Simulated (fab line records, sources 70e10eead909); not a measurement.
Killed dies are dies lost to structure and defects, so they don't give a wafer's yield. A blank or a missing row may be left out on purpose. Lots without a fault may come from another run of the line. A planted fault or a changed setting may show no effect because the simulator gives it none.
Chamber matching | flow nand_harc | NHARC_HYBRID_BOND_ACTIVATE_00 on rie_diel-10: 4 sister chambers
The step chemistry N2, time 60 s. 18 wafers are shown with their chamber, then 8 later ones without.

WAFERS WITH THEIR CHAMBER
wafer  | chamber | drypump_motor_current_A (A) | oes_product_au (a.u.) | rf_vpp_V (V)
L652.1 | 0       | 6.4                         | 1.007                 | 63.5
L652.5 | 3       | 5.0                         | 0.991                 | 64.1
L652.6 | 2       | 6.4                         | 0.983                 | 64.0
L653.2 | 1       | 5.1                         | 1.003                 | 64.1
L653.3 | 3       | 5.0                         | 1.010                 | 63.5
L653.6 | 2       | 6.4                         | 0.998                 | 64.6
L656.1 | 3       | 5.0                         | 0.994                 | 65.1
L656.4 | 1       | 5.1                         | 0.989                 | 64.6
L656.5 | 2       | 6.5                         | 1.000                 | 64.2
L658.1 | 0       | 6.4                         | 1.009                 | 65.6
L658.2 | 1       | 5.1                         | 0.992                 | 64.3
L658.6 | 3       | 5.0                         | 1.001                 | 64.4
L661.5 | 3       | 5.0                         | 1.027                 | 63.7
L662.2 | 1       | 5.1                         | 0.990                 | 62.8
L662.3 | 2       | 6.4                         | 0.997                 | 65.0
L662.6 | 3       | 5.1                         | 1.007                 | 64.5
L663.6 | 1       | 5.1                         | 0.990                 | 64.2
L671.2 | 0       | 6.4                         | 1.003                 | 64.8

SIGNATURES (means of the wafers above)
reading                 | chamber 0 | chamber 1 | chamber 2 | chamber 3 | scatter within a chamber
drypump_motor_current_A | 6.400     | 5.100     | 6.425     | 5.017     | 0.0336
oes_product_au          | 1.00633   | 0.99280   | 0.99450   | 1.00500   | 0.00918
rf_vpp_V                | 64.633    | 64.000    | 64.450    | 64.217    | 0.68
Rule: a wafer's distance from a chamber is the root of the sum, over the readings, of the square of ((its reading less the chamber's mean) divided by the reading's scatter). The wafer belongs to the nearest chamber; if the next one is less than 2 further off, it can't be placed. The scatter: the root of (the sum of the squares of (reading less its chamber's mean) over the shown wafers, divided by (wafers less chambers)).

WAFERS WITHOUT THEIR CHAMBER
wafer  | drypump_motor_current_A (A) | oes_product_au (a.u.) | rf_vpp_V (V)
L671.3 | 5.0                         | 1.007                 | 64.4
L671.4 | 5.1                         | 0.994                 | 64.5
L670.1 | 5.1                         | 1.007                 | 63.6
L670.2 | 6.5                         | 0.996                 | 63.7
L670.4 | 6.4                         | 0.992                 | 64.9
L674.4 | 6.4                         | 1.006                 | 63.9
L674.5 | 5.1                         | 1.000                 | 64.7
L674.6 | 6.4                         | 1.006                 | 62.8

WHICH CHAMBER EACH WENT THROUGH
wafer  | from the rows above     | in truth
L671.3 | 3                       | 3
L671.4 | 1                       | 1
L670.1 | can't be placed: 1 or 3 | 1
L670.2 | can't be placed: 2 or 0 | 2
L670.4 | can't be placed: 2 or 0 | 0
L674.4 | can't be placed: 0 or 2 | 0
L674.5 | can't be placed: 1 or 3 | 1
L674.6 | can't be placed: 0 or 2 | 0
Placed correctly: 2 of 8. Can't be placed from these rows: 6 (the true chamber is among the candidates in 6). Placed wrongly: 0.
